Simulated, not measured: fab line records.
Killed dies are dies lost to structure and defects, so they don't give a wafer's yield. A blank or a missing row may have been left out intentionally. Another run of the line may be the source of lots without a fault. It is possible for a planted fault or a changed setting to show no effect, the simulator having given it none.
Matching of chambers	flow nand_harc	3 sister chambers for NHARC_A_STAIRCASE_DEP_280 on pecvd-04
The step deposits SiON, target thk 30 nm. 20 wafers are shown with their chamber, then 10 later ones without.

== WAFERS, EACH WITH ITS CHAMBER ==
wafer	chamber	heater_power_w (W)	rf_fwd_power_W (W)
L074.1	1	651	348.0
L074.3	2	666	348.0
L074.4	1	662	346.7
L075.1	0	805	346.4
L075.3	2	760	348.9
L075.5	0	814	347.1
L077.1	2	755	347.6
L077.2	1	592	348.4
L077.3	0	906	347.3
L079.1	1	675	346.1
L079.4	0	798	347.1
L079.6	2	759	347.6
L081.3	0	884	345.4
L081.4	1	696	348.3
L081.5	2	733	347.5
L084.3	2	735	348.8
L084.4	2	720	347.8
L084.6	1	610	347.1
L088.1	1	622	349.1
L088.3	0	804	347.7

SIGNATURES (averages over the wafers above)
reading	chamber 0	chamber 1	chamber 2	scatter within a chamber
heater_power_w	835.17	644.00	732.57	39.1
rf_fwd_power_W	346.833	347.671	348.029	0.848
Rule: distance of a wafer from a chamber = root of the sum over the readings of ((wafer's reading minus chamber's mean) / reading's scatter) squared. The wafer belongs to the nearest chamber; if the next one is less than 2 further off, it can't be placed. How the scatter is found: for the shown wafers, subtract from each reading the mean of its chamber, square and add these, divide the total by (wafers less chambers), then take the root.

== WAFERS WITHOUT THEIR CHAMBER ==
wafer	heater_power_w (W)	rf_fwd_power_W (W)
L088.4	675	347.2
L091.1	754	349.3
L091.3	726	347.7
L091.4	607	348.1
L094.3	715	348.2
L094.4	745	348.0
L094.5	658	346.4
L097.1	862	346.4
L097.4	732	347.7
L097.5	886	349.1

== WHICH CHAMBER EACH ONE RAN IN ==
wafer	from the rows above	in truth
L088.4	can't be placed: 1 or 2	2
L091.1	can't be placed: 2 or 1 or 0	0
L091.3	can't be placed: 2 or 1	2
L091.4	1	1
L094.3	can't be placed: 2 or 1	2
L094.4	2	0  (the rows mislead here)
L094.5	can't be placed: 1 or 2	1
L097.1	0	0
L097.4	can't be placed: 2 or 1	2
L097.5	can't be placed: 0 or 2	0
Placed correctly: 2 of 10. These rows do not allow placing 7 (true chamber among the candidates in 7). 1 placed wrongly.
